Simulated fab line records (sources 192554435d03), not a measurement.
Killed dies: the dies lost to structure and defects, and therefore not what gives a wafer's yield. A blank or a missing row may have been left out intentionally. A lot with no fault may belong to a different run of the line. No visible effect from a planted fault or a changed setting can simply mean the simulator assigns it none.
One fault seen from 2 desks ; flow n5_finfet ; what lay behind the numbers comes last; until then each desk has only its own

## AT THE TOOL OWNER'S DESK: pecvd-04
The tool's own readings at N5_BEOL_M1_ILD_DEP_00 (deposits SiOC from DEMS/O2, target thk 79 nm, time 15.3 s): means of the sampled wafers that have a number, for each lot that ran on this tool. A lot is out of limits, marked OUT, if its mean lies more than 4 standard deviations from the usual mean; the brackets give that distance.
Columns: A = heater_power_w at N5_BEOL_M1_ILD_DEP_00, usual 468 W; B = showerhead_plenum_p_Torr at N5_BEOL_M1_ILD_DEP_00, usual 5.687 Torr; C = throttle_valve_pct at N5_BEOL_M1_ILD_DEP_00, usual 11.7 %
lot;first seen here;A;B;C
L171;day 7 22:42;462;5.687;11.7
L174;day 8 19:53;475;5.681;11.6
Result from this desk: across the 2 lots, nothing is out of limits.

## AT THE METROLOGY DESK
What the gauges read for every lot (on any tool): the sampled wafers with a number, averaged. A lot is out of limits, marked OUT, if its mean lies more than 4 standard deviations from the usual mean; the brackets give that distance. Only the readings that lie furthest out on some lot appear, 7 of the 11 it has.
Columns: A = M1_ILD_THK at N5_BEOL_M1_THK_MEAS_01, usual 78.5 nm; B = DIBL_N at N5_BEOL_M4_RC_MEAS_101, usual 35.3 mV/V; C = IOFF_N at N5_BEOL_M4_RC_MEAS_101, usual 0.15 nA/um; D = IOFF_P at N5_BEOL_M4_RC_MEAS_101, usual 0.20 nA/um; E = ION_N at N5_BEOL_M4_RC_MEAS_101, usual 673 uA/um; F = SS_N at N5_BEOL_M4_RC_MEAS_101, usual 71.2 mV/dec; G = VT_N at N5_BEOL_M4_RC_MEAS_101, usual 252 mV
lot;first seen here;A;B;C;D;E;F;G
L171;day 7 22:46;78.0;37.0;0.19;0.24;680;72.2;248
L174;day 8 19:56;74.1;34.5;0.13;0.20;665;71.1;251
L183;day 11 04:56;79.2;33.9;0.12;0.17;657;70.4;253
Result from this desk: across the 3 lots, nothing is out of limits.

## BROUGHT TOGETHER
Nothing out of limits was seen by the tool owner's desk.
The metrology desk saw nothing out of limits.

## WHAT HAD BEEN PUT IN BY THE SIMULATOR
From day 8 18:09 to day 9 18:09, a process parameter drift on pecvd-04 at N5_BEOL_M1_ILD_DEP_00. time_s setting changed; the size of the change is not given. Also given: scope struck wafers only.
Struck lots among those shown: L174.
